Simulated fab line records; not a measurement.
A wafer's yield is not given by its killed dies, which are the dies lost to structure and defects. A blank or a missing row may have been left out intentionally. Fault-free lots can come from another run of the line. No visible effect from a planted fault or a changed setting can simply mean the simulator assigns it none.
Which tool was responsible? :: flow n5-finfet :: 72 wafers sampled from 24 lots at 1 step of a route of 1938

## WHAT THE GAUGES READ, wafer by wafer
N5_BEOL_M3_INSPECT_59: inspects for defects (darkfield). Usual: raw-defect-count reads 72 (standard deviation 21).
lot: L075
measured: day 8 20:02
on: defect-inspect-01
raw-defect-count: 53 75 122
flag: 

lot: L074
measured: day 8 21:55
on: defect-inspect-01
raw-defect-count: 68 48 56
flag: 

lot: L078
measured: day 9 00:17
on: defect-inspect-02
raw-defect-count: 115 69 118
flag: 

lot: L077
measured: day 9 00:32
on: defect-inspect-02
raw-defect-count: 51 96 67
flag: 

lot: L076
measured: day 9 00:50
on: defect-inspect-02
raw-defect-count: 74 57 85
flag: 

lot: L079
measured: day 9 04:18
on: defect-inspect-02
raw-defect-count: 96 36 57
flag: 

lot: L080
measured: day 9 18:06
on: defect-inspect-01
raw-defect-count: 87 127 66
flag: 

lot: L081
measured: day 9 18:22
on: defect-inspect-01
raw-defect-count: 80 36 59
flag: 

lot: L082
measured: day 9 23:07
on: defect-inspect-02
raw-defect-count: 54 74 63
flag: 

lot: L083
measured: day 10 12:17
on: defect-inspect-02
raw-defect-count: 84 56 61
flag: 

lot: L084
measured: day 11 00:17
on: defect-inspect-02
raw-defect-count: 47 73 54
flag: 

lot: L085
measured: day 11 02:28
on: defect-inspect-02
raw-defect-count: 62 47 34
flag: 

lot: L086
measured: day 11 02:45
on: defect-inspect-01
raw-defect-count: 73 74 57
flag: 

lot: L087
measured: day 11 02:52
on: defect-inspect-02
raw-defect-count: 82 81 83
flag: 

lot: L088
measured: day 11 16:34
on: defect-inspect-02
raw-defect-count: 71 104 85
flag: 

lot: L089
measured: day 11 18:42
on: defect-inspect-02
raw-defect-count: 97 69 119
flag: 

lot: L090
measured: day 12 00:32
on: defect-inspect-02
raw-defect-count: 51 63 43
flag: 

lot: L091
measured: day 12 10:03
on: defect-inspect-01
raw-defect-count: 55 67 92
flag: 

lot: L093
measured: day 12 22:04
on: defect-inspect-02
raw-defect-count: 56 33 49
flag: 

lot: L092
measured: day 12 23:47
on: defect-inspect-01
raw-defect-count: 44 101 65
flag: 

lot: L094
measured: day 13 08:16
on: defect-inspect-01
raw-defect-count: 58 100 72
flag: 

lot: L096
measured: day 13 21:51
on: defect-inspect-01
raw-defect-count: 66 77 44
flag: 

lot: L095
measured: day 14 00:56
on: defect-inspect-01
raw-defect-count: 67 93 81
flag: 

lot: L097
measured: day 14 06:02
on: defect-inspect-02
raw-defect-count: 101 81 100
flag: 

## EACH LOT AND THE TOOL THAT RAN IT (in order: tool; ch and the chambers of the sampled wafers; start)
The record holds no process step before these readings.

## AS READ BY THE TOOLS THEMSELVES (means over the sampled wafers that have a number; for cases with no such wafer, the mark the record gives instead)
The record holds no such reading with a usual standard deviation.

## THE ANSWER, worked out from the rows above alone
Rule: lot off if the mean of its wafers having a number is beyond 3 standard deviations from the usual mean. Also off: a lot with no number at a reading for which 4 or more lots have one. Any other lot the step has rows for is counted as sound. Order of review: gauges by route order, followed by the tools' own readings, for which a lot's mean as printed above is used. At the first step where some lot is off, the reading lying furthest off is the one used; lots without a number count as furthest.
None of the lots is off at any reading shown; this tells nothing.

## WHAT WAS PUT IN BY THE SIMULATOR
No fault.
